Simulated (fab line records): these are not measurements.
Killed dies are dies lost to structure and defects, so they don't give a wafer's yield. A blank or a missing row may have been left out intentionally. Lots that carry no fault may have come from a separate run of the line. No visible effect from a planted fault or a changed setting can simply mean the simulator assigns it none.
Chamber matching | flow n5 finfet | 3 sister chambers for N5_BEOL_M4_CVD_47 on cvd co-01
The step deposits Co from CCTBA/H2, target thk 3 nm, time 223.8 s. 3 wafers are shown with their chamber, then 7 later ones without.

## WAFERS, EACH WITH ITS CHAMBER
wafer  | chamber | run length s (s)
L622.2 | 2       | 246.6
L624.5 | 1       | 247.0
L636.2 | 0       | 246.7

## WAFERS WHOSE CHAMBER IS MISSING
wafer  | run length s (s)
L636.3 | 246.6
L637.2 | 247.3
L637.4 | 247.6
L637.5 | 246.2
L638.1 | 247.0
L638.4 | 246.6
L638.6 | 247.3

## WHICH CHAMBER EACH WENT THROUGH
wafer  | from the rows above          | in truth
L636.3 | can't be placed: 2 or 0 or 1 | 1
L637.2 | can't be placed: 1 or 0 or 2 | 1
L637.4 | can't be placed: 1 or 0 or 2 | 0
L637.5 | can't be placed: 2 or 0 or 1 | 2
L638.1 | can't be placed: 1 or 0 or 2 | 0
L638.4 | can't be placed: 2 or 0 or 1 | 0
L638.6 | can't be placed: 1 or 0 or 2 | 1
Correct placement for 0 of the 7. Can't be placed from these rows: 7 (the true chamber is among the candidates in 7). 0 placed wrongly.
How it was worked out, from the rows above alone: a wafer's distance from a chamber is the root of the sum, over the readings, of the square of ((its reading less the chamber's mean) divided by the reading's scatter). The wafer belongs to the nearest chamber; if the next one is less than 2 further off, it can't be placed. Each chamber's mean is taken over the wafers shown for it. The scatter: with one shown wafer a chamber, the root of the mean of the squares of how far each hidden wafer lies from its nearest shown one.
